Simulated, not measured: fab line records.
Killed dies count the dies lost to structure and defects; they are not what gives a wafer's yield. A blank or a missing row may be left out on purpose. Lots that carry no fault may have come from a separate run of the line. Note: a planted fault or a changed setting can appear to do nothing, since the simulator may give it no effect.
Chamber matching + flow n5_finfet + 4 sister chambers for N5_WELL_APT_DESCUM_30 on rie_diel-01
The step chemistry O2, time 7.9 s. 18 wafers are shown with their chamber, then 9 later ones without.

== EACH WAFER AND ITS CHAMBER ==
| wafer  | chamber | drypump_motor_current_A (A) | showerhead_plenum_p_Torr (Torr) | throttle_valve_pct (%) |
|--------|---------|-----------------------------|---------------------------------|------------------------|
| L078.2 | 1       | 5.2                         | 2.09                            | 20.32                  |
| L078.3 | 3       | 6.0                         | 2.21                            | 20.65                  |
| L078.4 | 2       | 5.4                         | 2.18                            | 20.58                  |
| L079.2 | 1       | 5.2                         | 2.09                            | 20.31                  |
| L079.3 | 0       | 6.0                         | 2.03                            | 20.47                  |
| L079.6 | 1       | 5.2                         | 2.09                            | 20.33                  |
| L080.3 | 3       | 5.9                         | 2.21                            | 20.66                  |
| L080.4 | 1       | 5.2                         | 2.08                            | 20.33                  |
| L080.6 | 2       | 5.4                         | 2.18                            | 20.59                  |
| L081.3 | 2       | 5.4                         | 2.18                            | 20.60                  |
| L081.4 | 1       | 5.2                         | 2.08                            | 20.35                  |
| L081.6 | 2       | 5.4                         | 2.18                            | 20.61                  |
| L082.1 | 2       | 5.4                         | 2.18                            | 20.61                  |
| L082.2 | 3       | 5.9                         | 2.21                            | 20.67                  |
| L082.3 | 1       | 5.2                         | 2.08                            | 20.34                  |
| L083.2 | 3       | 5.9                         | 2.20                            | 20.68                  |
| L083.5 | 2       | 5.4                         | 2.18                            | 20.61                  |
| L083.6 | 1       | 5.2                         | 2.08                            | 20.35                  |

SIGNATURES (averages over the wafers above)
| reading                  | chamber 0 | chamber 1 | chamber 2 | chamber 3 | scatter within a chamber |
|--------------------------|-----------|-----------|-----------|-----------|--------------------------|
| drypump_motor_current_A  | 6.000     | 5.200     | 5.400     | 5.925     | 0.0231                   |
| showerhead_plenum_p_Torr | 2.0300    | 2.0843    | 2.1800    | 2.2075    | 0.0042                   |
| throttle_valve_pct       | 20.4700   | 20.3329   | 20.6000   | 20.6650   | 0.0137                   |
Rule: for a wafer and a chamber, the distance is found by dividing, reading by reading, the gap between the wafer's reading and the chamber's mean by the reading's scatter, squaring, summing and taking the root. If the next closest chamber is less than 2 further off than the closest, the wafer can't be placed; otherwise it belongs to the closest. How the scatter is found: for the shown wafers, subtract from each reading the mean of its chamber, square and add these, divide the total by (wafers less chambers), then take the root.

== WAFERS WHOSE CHAMBER IS MISSING ==
| wafer  | drypump_motor_current_A (A) | showerhead_plenum_p_Torr (Torr) | throttle_valve_pct (%) |
|--------|-----------------------------|---------------------------------|------------------------|
| L086.1 | 5.4                         | 2.17                            | 20.62                  |
| L086.2 | 6.0                         | 2.03                            | 19.95                  |
| L086.6 | 6.0                         | 2.03                            | 19.96                  |
| L096.2 | 6.0                         | 2.02                            | 20.01                  |
| L096.4 | 5.9                         | 2.19                            | 20.72                  |
| L096.6 | 6.0                         | 2.02                            | 20.00                  |
| L097.3 | 5.4                         | 2.17                            | 20.63                  |
| L097.5 | 6.0                         | 2.02                            | 20.00                  |
| L097.6 | 5.2                         | 2.07                            | 20.37                  |

== EACH ONE'S CHAMBER ==
| wafer  | from the rows above | in truth |
|--------|---------------------|----------|
| L086.1 | 2                   | 2        |
| L086.2 | 0                   | 0        |
| L086.6 | 0                   | 0        |
| L096.2 | 0                   | 0        |
| L096.4 | 3                   | 3        |
| L096.6 | 0                   | 0        |
| L097.3 | 2                   | 2        |
| L097.5 | 0                   | 0        |
| L097.6 | 1                   | 1        |
Correct placement for 9 of the 9. Left unplaced by these rows: 0. Wrongly placed: 0.
